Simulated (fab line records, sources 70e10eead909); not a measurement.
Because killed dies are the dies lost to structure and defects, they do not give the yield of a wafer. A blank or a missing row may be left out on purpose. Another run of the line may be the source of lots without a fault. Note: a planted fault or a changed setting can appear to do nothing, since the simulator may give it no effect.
Matching of chambers || flow nand harc || NHARC_A_STAIRCASE_DESCUM_219 on rie diel-13: 4 sister chambers
The step chemistry O2, time 3 s. 4 wafers are shown with their chamber, then 7 later ones without.

## WAFERS WITH THEIR CHAMBER
{"wafer": "L088.1", "chamber": 2, "drypump motor current A (A)": 5.1}
{"wafer": "L088.4", "chamber": 0, "drypump motor current A (A)": 5.3}
{"wafer": "L092.1", "chamber": 3, "drypump motor current A (A)": 5.5}
{"wafer": "L092.4", "chamber": 1, "drypump motor current A (A)": 5.9}

## WAFERS WHOSE CHAMBER IS MISSING
{"wafer": "L092.5", "drypump motor current A (A)": 5.1}
{"wafer": "L095.1", "drypump motor current A (A)": 5.5}
{"wafer": "L095.4", "drypump motor current A (A)": 5.2}
{"wafer": "L095.6", "drypump motor current A (A)": 5.5}
{"wafer": "L096.4", "drypump motor current A (A)": 5.3}
{"wafer": "L096.5", "drypump motor current A (A)": 5.2}
{"wafer": "L096.6", "drypump motor current A (A)": 5.9}

## CHAMBER TAKEN BY EACH
{"wafer": "L092.5", "from the rows above": 2, "in truth": 2}
{"wafer": "L095.1", "from the rows above": 3, "in truth": 3}
{"wafer": "L095.4", "from the rows above": "can't be placed: 0 or 2", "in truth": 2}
{"wafer": "L095.6", "from the rows above": 3, "in truth": 3}
{"wafer": "L096.4", "from the rows above": 0, "in truth": 0}
{"wafer": "L096.5", "from the rows above": "can't be placed: 0 or 2", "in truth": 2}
{"wafer": "L096.6", "from the rows above": 1, "in truth": 1}
Correct placement for 5 of the 7. From these rows, 2 cannot be placed; in 2 the true chamber is one of the candidates. Number placed wrongly: 0.
How it was worked out, from the rows above alone: a wafer's distance from a chamber is the root of the sum, over the readings, of the square of ((its reading less the chamber's mean) divided by the reading's scatter). If the next closest chamber is less than 2 further off than the closest, the wafer can't be placed; otherwise it belongs to the closest. A chamber's mean is the mean of its shown wafers. The scatter: with one shown wafer a chamber, the root of the mean of the squares of how far each hidden wafer lies from its nearest shown one.
